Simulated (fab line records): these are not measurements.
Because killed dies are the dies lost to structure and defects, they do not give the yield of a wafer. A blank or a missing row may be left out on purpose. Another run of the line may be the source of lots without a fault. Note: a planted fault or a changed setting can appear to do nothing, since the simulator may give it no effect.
Split-lot experiment | flow n5_finfet | route with 1938 steps; 7 lots, 21 wafers read

== THE SPLIT ==
At N5_WELL_APT_COAT_02 (resist thk 950 nm), the setting spin_rpm was moved away from the recipe's 1357 rpm on 6 of the 21 wafers read, by -9.1% to +10.5%. For the rest of the wafers, this setting stayed at what the recipe calls for.

Reading taken at the split's own step.

== THE READING ==
coat_of_WELL_APT_COAT_02.thk_nm (the simulator's own value, which no gauge read), in nm, at N5_WELL_APT_COAT_02 (resist thk 950 nm). The file does not state a usual value for it. The 15 wafers here that ran the recipe average 949.5 nm, standard deviation 3.6 nm.

wafer  | tool, chamber at the split | spin_rpm as run, rpm | against the recipe | coat_of_WELL_APT_COAT_02.thk_nm, nm | against lot-mates on the recipe
L077.4 | litho_track-04, 0          | 1357                 | recipe             | 951.6                               | -
L077.5 | litho_track-04, 0          | 1357                 | recipe             | 955.3                               | -
L077.6 | litho_track-04, 0          | 1257                 | -7.4%              | 989.7                               | +36.2
L078.1 | litho_track-05, 0          | 1357                 | recipe             | 946.1                               | -
L078.4 | litho_track-05, 0          | 1357                 | recipe             | 944.5                               | -
L078.5 | litho_track-05, 0          | 1357                 | recipe             | 946                                 | -
L080.2 | litho_track-05, 0          | 1357                 | recipe             | 948.8                               | -
L080.3 | litho_track-05, 0          | 1357                 | recipe             | 946.1                               | -
L080.5 | litho_track-05, 0          | 1357                 | recipe             | 943.6                               | -
L084.2 | litho_track-02, 0          | 1357                 | recipe             | 952                                 | -
L084.4 | litho_track-02, 0          | 1357                 | recipe             | 949.7                               | -
L084.6 | litho_track-02, 0          | 1357                 | recipe             | 949.5                               | -
L087.1 | litho_track-05, 0          | 1499                 | +10.5%             | 901.9                               | no lot-mate on the recipe
L087.2 | litho_track-05, 0          | 1499                 | +10.5%             | 902.3                               | no lot-mate on the recipe
L087.3 | litho_track-05, 0          | 1499                 | +10.5%             | 902.3                               | no lot-mate on the recipe
L088.1 | litho_track-02, 0          | 1234                 | -9.1%              | 999.6                               | +45.6
L088.2 | litho_track-02, 0          | 1357                 | recipe             | 954.3                               | -
L088.6 | litho_track-02, 0          | 1357                 | recipe             | 953.7                               | -
L094.2 | litho_track-05, 0          | 1357                 | recipe             | 952.4                               | -
L094.3 | litho_track-05, 0          | 1451                 | +6.9%              | 920.1                               | -30.8
L094.5 | litho_track-05, 0          | 1357                 | recipe             | 949.4                               | -

THE FIT
A straight line over all 21 wafers: coat_of_WELL_APT_COAT_02.thk_nm changes by -4.81 nm for each +1% of spin_rpm; r = -0.99; the points scatter about the line by 3.8 nm.
The same after taking each lot's own level away (the mean of its wafers on the recipe; 18 wafers): -4.83 nm for each +1%; r = -1.00; scatter 1.6 nm.
Per that fit: largest spin_rpm move, reading shift of 51 nm.
The span of the lots' own levels, 945.53 to 954.00 nm, comes to 2.4 times the standard deviation stated above.
So the lot-to-lot level changes the slope little: the two slopes agree.
Check: +42.8 nm against its lot-mates is what the line predicts for one of the wafers moved furthest among these (-9.1%) when that wafer is left out of the fit. Against them it came out at +45.6 nm.

== FILE'S OWN FIT ==
coat_of_WELL_APT_COAT_02.thk_nm changes by -4.85 nm for each +1% of spin_rpm, r = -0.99.
